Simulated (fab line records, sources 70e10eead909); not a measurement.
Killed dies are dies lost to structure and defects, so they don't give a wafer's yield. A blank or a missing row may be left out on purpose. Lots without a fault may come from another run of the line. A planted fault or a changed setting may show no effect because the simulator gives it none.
Which tool did it? | flow nand_harc | 7 lots, 21 wafers sampled, at 5 steps of a route of 1302

WHAT THE GAUGES READ, wafer by wafer
NHARC_END_SORT_01.
lot  | measured     | on        | killed_short
L161 | day 25 11:46 | prober-02 | 4 4 2
L163 | day 26 10:02 | prober-01 | 1 3 0
L177 | day 33 01:32 | prober-02 | 2 6 4

WHICH TOOL RAN EACH LOT (tool, then ch and the chambers of the sampled wafers, then the start)
lot  | NHARC_A_WL_FILL_ETCHBACK_05       | NHARC_A_WL_FILL_ALD_10           | NHARC_A_WL_FILL_ETCHBACK_16                   | NHARC_A_CONTACT_DEP_28
L161 | rie_metal-01 ch 0,1, day 21 07:34 | ald_hk-01 ch 0,1,3, day 21 12:00 | rie_diel-09 ch 2,3, day 21 23:22 or earlier   | acl_dep-01 ch 0, day 21 23:22
L163 | rie_metal-01 ch 0,1, day 22 03:08 | ald_hk-04 ch 1,3, day 22 12:08   | rie_diel-09 ch 0,2,3, day 23 04:27 or earlier | acl_dep-01 ch 0, day 23 04:27
L165 | rie_metal-02 ch 0,1, day 23 08:04 | ald_hk-01 ch 0,1,3, day 23 15:41 | rie_diel-09 ch 0,1,2, day 24 06:44 or earlier | acl_dep-03 ch 0, day 24 06:44
L169 | rie_metal-02 ch 0,1, day 25 01:34 | ald_hk-01 ch 0,1,2, day 25 05:27 | rie_diel-06 ch 0,1,2, day 25 17:52 or earlier | acl_dep-01, day 25 17:52
L171 | rie_metal-01 ch 0,1, day 25 13:48 | ald_hk-04 ch 0,1,2, day 25 22:07 | rie_diel-09 ch 1,2, day 26 13:34 or earlier   | acl_dep-01, day 26 13:34
L177 | rie_metal-02 ch 0,1, day 28 11:11 | ald_hk-01 ch 1,2,3, day 28 16:42 | rie_diel-09 ch 0,2,3, day 29 09:49 or earlier | acl_dep-01 ch 0, day 29 09:49
L181 | rie_metal-02 ch 0,1, day 29 15:41 | ald_hk-01 ch 1,2,3, day 29 22:10 | rie_diel-09 ch 0,1,3, day 30 10:53 or earlier | acl_dep-01 ch 0, day 30 10:53
- NHARC_A_WL_FILL_ETCHBACK_05: etches the open film in Cl2/BCl3, target depth 22 nm, time 60 s.
- NHARC_A_WL_FILL_ALD_10: deposits SiO2, target thk 50 nm, pulse time 10 s, ald cycles 500.
- NHARC_A_WL_FILL_ETCHBACK_16: etches the open film in C4F8/O2/Ar, target depth 120 nm, time 24 s.
- NHARC_A_CONTACT_DEP_28: deposits aC, target thk 7000 nm.

THE ANSWER, worked out from the rows above alone
Rule: what is usual is taken from the lots themselves. Put in order of their means at a reading, lots are off if they are a third of the lots or fewer, leave a main group of 4 or more, and stand apart from it by a gap of 3 or more times the standard deviation of the main group's means; of several such gaps the widest counts. A main group whose means are all the same, to the digits that the tables above print for the reading, isn't used. A lot without any number at a reading at which 4 lots or more have one is off too. The other lots that the step has rows for count as sound.
No lot is off at any reading shown: from this, nothing can be told.

WHAT THE SIMULATOR HAD PUT IN
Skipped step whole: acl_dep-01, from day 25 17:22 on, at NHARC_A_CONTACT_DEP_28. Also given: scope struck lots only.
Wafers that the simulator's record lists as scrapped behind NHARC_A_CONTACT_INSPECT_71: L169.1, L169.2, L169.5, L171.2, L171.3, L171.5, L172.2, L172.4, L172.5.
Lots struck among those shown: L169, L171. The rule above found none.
